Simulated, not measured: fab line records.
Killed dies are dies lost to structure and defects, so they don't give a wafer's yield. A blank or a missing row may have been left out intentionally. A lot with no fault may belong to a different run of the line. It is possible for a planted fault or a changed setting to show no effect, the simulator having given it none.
fab line records -- flow nandHarc
record lots=6, wafers=16, lastDay=34
route steps=1302 shown A_DECK1_JOINT@537 A_ONON_D2@545
lots that met no fault: taken from a fault-free run of the same line
startH: hours from the record's opening day to when the first of the lot's shown wafers began -- waitH: hours since the lot's step before -- " repeats the value in the row above -- L1.1+2: a row that stands for several wafers -- - no value, or no start was given -- * or withheld: withheld -- < > ~ a bound
route shown NAME@n: NAME is a module with steps in the file, n the number in the route of the first one -- usual: mean/standard deviation of fault-free wafers -- same: alike in all rows -- chamber/n: place in a boat -- sites: readings site by site -- _std_site: the values' standard deviation -- _edge_site: the outer-site mean with the inner-site mean subtracted -- radiusMm: how far each site lies from the wafer's centre -- mask NAME#n: copy n -- behind: the tool/chamber that last shaped the wafer -- hold: cause of the lot's hold/its duration in hours/its outcome -- device: whichever transistor did not switch (one of n, p or np) -- end of line: the tests these same wafers got at the end of their route -- where a step has no rows: the recipe by itself -- killed: not the wafer's yield, but the dies lost to structure and defects at the first sort -- map: dies across one wafer; x = killed, . = not, _ = none there
set.NAME: the setting that was run; set.NAME@STEP: the one run at that earlier step -- model.NAME: the simulator's own value behind a step, which no gauge read
certain route steps with their lots: each step a table, each wafer a row
services: a tool's chamber out of use, with start hour (startH, from the record's first day; less than 0 if before it), hours out, and reason
## steps
# step NHARC_A_DECK1_JOINT_ANNEAL_28
# recipe tempC=500, timeS=1800, idleTempC=400, rampUpCPerMin=10, densificationPH2oTorr=640
# step NHARC_A_DECK1_JOINT_ANNEAL_29
# recipe tempC=750, timeS=1800, idleTempC=500, rampUpCPerMin=10, rampDownCPerMin=3
# step NHARC_A_DECK1_JOINT_CMP_02
# recipe material=SiOx
# usual motorCurrentA=12.7/1.6
lot.wafer,tool,chamber,startH,waitH,motorCurrentA
L939.2,cmp-02,2,347.15,0.4,13.2
L939.5,cmp-02,1,347.15,0.4,13.0
L939.6,cmp-02,2,347.15,0.4,12.1
L940.1,cmp-04,3,373.78,0.4,11.7
L940.5,cmp-04,0,373.78,0.4,9.2
L940.6,cmp-04,1,373.78,0.4,11.7
L945.1,cmp-02,0,415.47,0.4,15.4
L945.5,cmp-02,3,415.47,0.4,12.6
L947.1,cmp-04,0,436.49,0.4,9.2
L947.2,cmp-04,1,436.49,0.4,11.9
L953.1,cmp-02,1,497.11,0.4,14.1
L953.3,cmp-02,2,497.11,0.4,12.7
L953.6,cmp-02,1,497.11,0.4,13.2
L954.3,cmp-04,2,507.52,0.4,13.0
L954.4,cmp-04,1,507.52,0.4,11.7
L954.6,cmp-04,2,507.52,0.4,13.1
# step NHARC_A_DECK1_JOINT_SRD_15
# step NHARC_A_DECK1_JOINT_DEP_16
# recipe targetThkA=450, tempC=400, pressureTorr=6.5, rfW=900, teosFlowSccm=161.4, flowSccm=2650, targetThkNm=45, gas=O2, material=SiO2
# usual heaterPowerW=528/92, showerheadVppV=1838/75, throttleValvePct=15.8/0.45
lot.wafer,tool,chamber,startH,waitH,heaterPowerW,showerheadVppV,throttleValvePct
L939.2,pecvd-03,2,347.51,0.1,659,1776,16.9
L939.5,pecvd-03,0,347.51,0.1,457,1742,15.8
L939.6,pecvd-03,1,347.51,0.1,392,1861,16.3
L940.1,pecvd-01,2,374.29,0.3,531,1871,15.2
L940.5,pecvd-01,2,374.29,0.3,532,1883,15.3
L940.6,pecvd-01,0,374.29,0.3,638,2005,15.8
L945.1,pecvd-01,2,415.84,0.1,552,1879,15.4
L945.5,pecvd-01,0,415.84,0.1,727,1987,15.7
L947.1,pecvd-01,0,436.89,0.1,683,1997,15.8
L947.2,pecvd-01,2,436.89,0.1,482,1863,15.2
L953.3,pecvd-03,1,497.47,0.1,473,1898,16.3
L953.1,pecvd-03,2,497.47,0.1,519,1799,16.0
L953.6,pecvd-03,2,497.47,0.1,513,1766,16.1
L954.3,pecvd-03,2,507.94,0.1,551,1758,16.4
L954.4,pecvd-03,1,507.94,0.1,420,1878,16.2
L954.6,pecvd-03,0,507.94,0.1,540,1734,15.2
# step NHARC_A_DECK1_JOINT_THK_MEAS_17
# recipe thkMeasGauge=ellipsometry
# usual thkNm=45.2/1.1
lot.wafer,tool,chamber,startH,waitH,thkNm
L939.2,filmMetro-01,-,347.79,0.3,43.2
L939.5,filmMetro-01,-,347.79,0.3,44.1
L939.6,filmMetro-01,-,347.79,0.3,45.5
L940.1,filmMetro-01,-,374.54,0.2,46.5
L940.5,filmMetro-01,-,374.54,0.2,44.6
L940.6,filmMetro-01,-,374.54,0.2,45.9
L945.1,filmMetro-02,-,416.12,0.3,46.7
L945.5,filmMetro-02,-,416.12,0.3,44.1
L947.1,filmMetro-02,-,437.17,0.3,45.8
L947.2,filmMetro-02,-,437.17,0.3,46.1
L953.1,filmMetro-01,-,497.75,0.2,45.5
L953.3,filmMetro-01,-,497.75,0.2,43.5
L953.6,filmMetro-01,-,497.75,0.2,44.1
L954.3,filmMetro-01,-,508.19,0.2,45.4
L954.4,filmMetro-01,-,508.19,0.2,45.2
L954.6,filmMetro-01,-,508.19,0.2,45.1
# step NHARC_A_DECK1_JOINT_INSPECT_05
# usual rawDefectCount=323/130
lot.wafer,tool,chamber,startH,waitH,rawDefectCount
L939.2,defectInspect-01,-,347.83,0.0,437
L939.5,defectInspect-01,-,347.83,0.0,333
L939.6,defectInspect-01,-,347.83,0.0,429
L940.1,defectInspect-02,-,374.57,0.0,420
L940.5,defectInspect-02,-,374.57,0.0,493
L940.6,defectInspect-02,-,374.57,0.0,931
L945.1,defectInspect-01,-,416.16,0.0,302
L945.5,defectInspect-01,-,416.16,0.0,241
L947.1,defectInspect-01,-,437.21,0.0,197
L947.2,defectInspect-01,-,437.21,0.0,336
L953.1,defectInspect-01,-,497.79,0.0,350
L953.3,defectInspect-01,-,497.79,0.0,172
L953.6,defectInspect-01,-,497.79,0.0,193
L954.3,defectInspect-01,-,508.23,0.0,224
L954.4,defectInspect-01,-,508.23,0.0,166
L954.6,defectInspect-01,-,508.23,0.0,214
# step NHARC_A_ONON_D2_DEP_00
# recipe targetThkA=10000, n2FlowSccm=2750, n2oFlowSccm=2000, nh3FlowSccm=500, sih4FlowSccm=210, tempC=400
# step NHARC_A_ONON_D2_THK_MEAS_02
# recipe thkMeasGauge=ellipsometry
# usual thkNm=1002/8.3
lot.wafer,tool,chamber,startH,waitH,thkNm
L939.2,filmMetro-02,-,348.41,-,1001
L939.5,filmMetro-02,-,348.41,-,1002
L939.6,filmMetro-02,-,348.41,-,1003
L940.1,filmMetro-01,-,375.35,-,996
L940.5,filmMetro-01,-,375.35,-,997
L940.6,filmMetro-01,-,375.35,-,994
L945.1,filmMetro-02,-,416.74,-,1003
L945.5,filmMetro-02,-,416.74,-,1004
L947.1,filmMetro-02,-,437.79,-,1013
L947.2,filmMetro-02,-,437.79,-,1013
L953.1,filmMetro-02,-,498.37,-,1011
L953.3,filmMetro-02,-,498.37,-,1008
L953.6,filmMetro-02,-,498.37,-,1011
L954.3,filmMetro-01,-,508.81,-,991
L954.4,filmMetro-01,-,508.81,-,992
L954.6,filmMetro-01,-,508.81,-,990
# step NHARC_A_ONON_D2_DEP_03
# recipe targetThkA=10000, n2FlowSccm=2750, n2oFlowSccm=2000, nh3FlowSccm=500, sih4FlowSccm=210, tempC=400
# step NHARC_A_ONON_D2_THK_MEAS_05
# recipe thkMeasGauge=ellipsometry
# usual thkNm=1000/15
lot.wafer,tool,chamber,startH,waitH,thkNm
L939.2,filmMetro-01,-,348.97,-,965
L939.5,filmMetro-01,-,348.97,-,965
L939.6,filmMetro-01,-,348.97,-,966
L940.1,filmMetro-01,-,375.92,-,1027
L940.5,filmMetro-01,-,375.92,-,1026
L940.6,filmMetro-01,-,375.92,-,1028
L945.1,filmMetro-02,-,417.30,-,993
L945.5,filmMetro-02,-,417.30,-,992
L947.1,filmMetro-02,-,438.36,-,1001
L947.2,filmMetro-02,-,438.36,-,1002
L953.1,filmMetro-01,-,498.93,-,999
L953.3,filmMetro-01,-,498.93,-,1001
L953.6,filmMetro-01,-,498.93,-,999
L954.3,filmMetro-01,-,509.38,-,1008
L954.4,filmMetro-01,-,509.38,-,1009
L954.6,filmMetro-01,-,509.38,-,1008
# step NHARC_A_ONON_D2_DEP_06
# recipe targetThkA=10000, n2FlowSccm=2750, n2oFlowSccm=2000, nh3FlowSccm=500, sih4FlowSccm=210, tempC=400
lot.wafer,tool,chamber,startH,waitH
L939.2+5+6,pecvdOnon-02,0,349.08,0.1
L940.1+5+6,pecvdOnon-04,0,375.97,0.1
L945.1+5,pecvdOnon-04,0,417.36,0.1
L947.1+2,pecvdOnon-04,0,438.41,0.1
L953.1+3+6,pecvdOnon-03,0,498.99,0.1
L954.3+4+6,pecvdOnon-04,0,509.55,0.2
# step NHARC_A_ONON_D2_THK_MEAS_08
# recipe thkMeasGauge=ellipsometry
# usual thkNm=1000/10
lot.wafer,tool,chamber,startH,waitH,thkNm
L939.2,filmMetro-01,-,349.53,-,1015
L939.5,filmMetro-01,-,349.53,-,1013
L939.6,filmMetro-01,-,349.53,-,1013
L940.1,filmMetro-01,-,376.49,-,992
L940.5,filmMetro-01,-,376.49,-,991
L940.6,filmMetro-01,-,376.49,-,992
L945.1,filmMetro-02,-,417.86,-,682
L945.5,filmMetro-02,-,417.86,-,1001
L947.1,filmMetro-01,-,438.92,-,675
L947.2,filmMetro-01,-,438.92,-,994
L953.1,filmMetro-02,-,499.50,-,1004
L953.3,filmMetro-02,-,499.50,-,1007
L953.6,filmMetro-02,-,499.50,-,1005
L954.3,filmMetro-02,-,509.95,-,1017
L954.4,filmMetro-02,-,509.95,-,1015
L954.6,filmMetro-02,-,509.95,-,1016
# step NHARC_A_ONON_D2_DEP_09
# recipe targetThkA=10000, n2FlowSccm=2750, n2oFlowSccm=2000, nh3FlowSccm=500, sih4FlowSccm=210, tempC=400
## services
tool,chamber,startH,hours,kind
cmp-02,-,332.38,4.0,pm
pecvd-01,-,333.27,1.5,repair
cmp-04,-,354.04,0.3,repair
pecvd-03,-,366.00,13.0,pm
pecvd-03,0,366.00,13.0,ventCycle
pecvd-03,1,366.00,13.0,ventCycle
pecvd-03,2,366.00,13.0,ventCycle
pecvdOnon-02,-,366.00,13.0,pm
cmp-04,-,369.19,0.9,repair
pecvd-01,-,371.95,1.1,repair
pecvd-03,0,379.00,-,clean
pecvd-03,1,379.00,-,clean
pecvd-03,2,379.00,-,clean
pecvdOnon-04,-,388.29,1.1,repair
pecvdOnon-03,-,408.00,13.0,pm
cmp-04,-,409.75,4.0,pm
cmp-04,-,427.95,2.5,repair
cmp-02,-,430.49,4.0,pm
cmp-04,-,436.84,49.3,repair
pecvdOnon-04,-,492.12,13.0,pm
pecvd-01,-,492.57,13.0,pm
cmp-04,-,499.09,0.7,repair
cmp-04,-,500.52,1.3,repair
cmp-04,-,507.75,4.0,pm
## key
firstSign step=NHARC_A_ONON_D2_THK_MEAS_08, reading=thkNm, direction=down, sigmas=31, usual=1000, struck=679
effect none on later readings
metAt NHARC_A_ONON_D2_DEP_06
struckWafers L945.1,L947.1
laterRowsLeftOut L945.1,L947.1
sortLeftOut L945.1,L947.1
testerLeftOut L945,L947
onsetBetween 375.97 417.36
fault kind=processParameterDrift, tool=pecvdOnon-04, chamber=-, onsetH=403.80, steps=NHARC_A_ONON_D2_DEP_06, channel=targetThkA, offset=*, shape=step, endH=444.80, scope=struckWafersOnly, actsIn=*, stated=*
# testerLeftOut: of these lots the tester's yield and bins aren't shown, on N5 and GAA mostly nor the transistor test; their killed dies are dies lost to structure and defects alone, not to doping, threshold or leakage, so they don't give the yield
# sortLeftOut: the simulated sort isn't trusted on such a fault, so these wafers' sort isn't shown, and their yield isn't known
# laterRowsLeftOut: the simulator's readings of these wafers behind a module that went badly wrong aren't trusted and aren't shown, but for the sort
